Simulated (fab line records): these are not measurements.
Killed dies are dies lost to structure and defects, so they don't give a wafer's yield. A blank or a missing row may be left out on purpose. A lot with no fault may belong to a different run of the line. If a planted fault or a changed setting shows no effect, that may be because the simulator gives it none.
Split-lot study + flow n5 finfet + 39 wafers read from 7 lots, route of 1938 steps

== ON THE SPLIT ==
At N5_FIN_SAQP_MANDREL_ETCH_22 (etches a-Si in HBr/Cl2, stops on SiNx, target depth 60 nm, bt time 10 s, time 30 s), the setting target depth a was moved away from the recipe's 600 angstrom on 18 of the 39 wafers read, by -12.1% to +9.9%. For the rest of the wafers, this setting stayed at what the recipe calls for.

The split's own step is where the reading is taken.

== THE READING ==
oes product au, in a.u., at N5_FIN_SAQP_MANDREL_ETCH_22 (etches a-Si in HBr/Cl2, stops on SiNx, target depth 60 nm, bt time 10 s, time 30 s). Typical for fault-free wafers on this fab line: 0.766 a.u., with standard deviation 0.01 a.u.

| wafer  | tool, chamber at the split | target depth a as run, angstrom | against the recipe | oes product au, a.u. | against lot-mates on the recipe |
|--------|----------------------------|---------------------------------|--------------------|----------------------|---------------------------------|
| L074.3 | rie si-01, 2               | 600                             | recipe             | 0.774                | -                               |
| L074.4 | rie si-01, 0               | 600                             | recipe             | 0.774                | -                               |
| L074.6 | rie si-01, 0               | 600                             | recipe             | 0.775                | -                               |
| L077.1 | rie si-02, 2               | 600                             | recipe             | 0.747                | -                               |
| L077.2 | rie si-02, 0               | 659.2                           | +9.9%              | 0.733                | -0.027                          |
| L077.3 | rie si-02, 1               | 659.2                           | +9.9%              | 0.727                | -0.033                          |
| L077.4 | rie si-02, 3               | 600                             | recipe             | 0.761                | -                               |
| L077.5 | rie si-02, 1               | 600                             | recipe             | 0.773                | -                               |
| L077.6 | rie si-02, 0               | 659.2                           | +9.9%              | 0.744                | -0.016                          |
| L084.1 | rie si-01, 3               | 569.8                           | -5.0%              | 0.791                | +0.031                          |
| L084.2 | rie si-01, 1               | 569.8                           | -5.0%              | 0.788                | +0.028                          |
| L084.3 | rie si-01, 2               | 600                             | recipe             | 0.749                | -                               |
| L084.4 | rie si-01, 1               | 600                             | recipe             | 0.762                | -                               |
| L084.5 | rie si-01, 2               | 569.8                           | -5.0%              | 0.781                | +0.021                          |
| L084.6 | rie si-01, 3               | 600                             | recipe             | 0.769                | -                               |
| L086.1 | rie si-06, 1               | 566.1                           | -5.6%              | 0.771                | +0.006                          |
| L086.2 | rie si-06, 3               | 566.1                           | -5.6%              | 0.788                | +0.023                          |
| L086.3 | rie si-06, 2               | 600                             | recipe             | 0.770                | -                               |
| L086.4 | rie si-06, 0               | 600                             | recipe             | 0.759                | -                               |
| L086.5 | rie si-06, 3               | 600                             | recipe             | 0.766                | -                               |
| L086.6 | rie si-06, 0               | 566.1                           | -5.6%              | 0.790                | +0.025                          |
| L088.1 | rie si-01, 0               | 600                             | recipe             | 0.771                | -                               |
| L088.2 | rie si-01, 2               | 639.2                           | +6.5%              | 0.729                | -0.045                          |
| L088.3 | rie si-01, 1               | 639.2                           | +6.5%              | 0.736                | -0.038                          |
| L088.4 | rie si-01, 3               | 600                             | recipe             | 0.770                | -                               |
| L088.5 | rie si-01, 0               | 600                             | recipe             | 0.782                | -                               |
| L088.6 | rie si-01, 3               | 639.2                           | +6.5%              | 0.739                | -0.035                          |
| L091.1 | rie si-02, 1               | 600                             | recipe             | 0.761                | -                               |
| L091.2 | rie si-02, 2               | 600                             | recipe             | 0.751                | -                               |
| L091.3 | rie si-02, 0               | 527.2                           | -12.1%             | 0.837                | +0.072                          |
| L091.4 | rie si-02, 3               | 600                             | recipe             | 0.782                | -                               |
| L091.5 | rie si-02, 0               | 527.2                           | -12.1%             | 0.844                | +0.079                          |
| L091.6 | rie si-02, 1               | 527.2                           | -12.1%             | 0.842                | +0.077                          |
| L093.1 | rie si-06, 0               | 600                             | recipe             | 0.747                | -                               |
| L093.2 | rie si-06, 1               | 600                             | recipe             | 0.751                | -                               |
| L093.3 | rie si-06, 2               | 642.4                           | +7.1%              | 0.734                | -0.024                          |
| L093.4 | rie si-06, 3               | 600                             | recipe             | 0.776                | -                               |
| L093.5 | rie si-06, 3               | 642.4                           | +7.1%              | 0.744                | -0.014                          |
| L093.6 | rie si-06, 0               | 642.4                           | +7.1%              | 0.720                | -0.038                          |

THE FIT
A straight line over all 39 wafers: oes product au changes by -0.00472 a.u. for each +1% of target depth a; r = -0.91; the points scatter about the line by 0.012 a.u.
The same after taking each lot's own level away (the mean of its wafers on the recipe; 39 wafers): -0.0047 a.u. for each +1%; r = -0.91; scatter 0.012 a.u.
That fit puts the effect of the largest move of target depth a on the reading at 0.057 a.u.
The lots' own levels span 0.7580 to 0.7743 a.u., that is 1.6 times the standard deviation above.
So the lot-to-lot level changes the slope little: the two slopes agree.
Check: +0.0574 a.u. against its lot-mates is what the line predicts for one of the wafers moved furthest among these (-12.1%) when that wafer is left out of the fit. Against them it came out at +0.0723 a.u.
Tool readings at the split's step, against how far the setting was moved: oes product au r = -0.91.

== OTHER SPLITS APPLIED TO THESE WAFERS ==
Note: prior to the reading, these wafers also went through further splits. Each is held against what the fit with the lots' levels taken away leaves over:
| other split on the same wafers     | wafers away from the commonest value | r with oes product au (lot level and that fit taken away) |
|------------------------------------|--------------------------------------|-----------------------------------------------------------|
| N5_FIN_SAQP_HM_DEP_03 target thk a | 12                                   | -0.04                                                     |

== THE WHOLE CHAIN: every reading that the file lists as answering this split, in the file's order ==
| step                        | what it does                                                                       | reading                                                                         | change (the file's fit)                   | r (the file's) |
|-----------------------------|------------------------------------------------------------------------------------|---------------------------------------------------------------------------------|-------------------------------------------|----------------|
| N5_FIN_SAQP_MANDREL_ETCH_22 | etches a-Si in HBr/Cl2, stops on SiNx, target depth 60 nm, bt time 10 s, time 30 s | oes product au                                                                  | -0.00468 a.u. for each +1% of the setting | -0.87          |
| N5_FIN_SAQP_MANDREL_ETCH_22 | etches a-Si in HBr/Cl2, stops on SiNx, target depth 60 nm, bt time 10 s, time 30 s | SOC_of_FIN_SAQP_COAT_49.thk nm (the simulator's own value, which no gauge read) | -0.248 nm for each +1% of the setting     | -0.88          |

== FILE'S OWN FIT ==
oes product au changes by -0.00468 a.u. for each +1% of target depth a, r = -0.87.
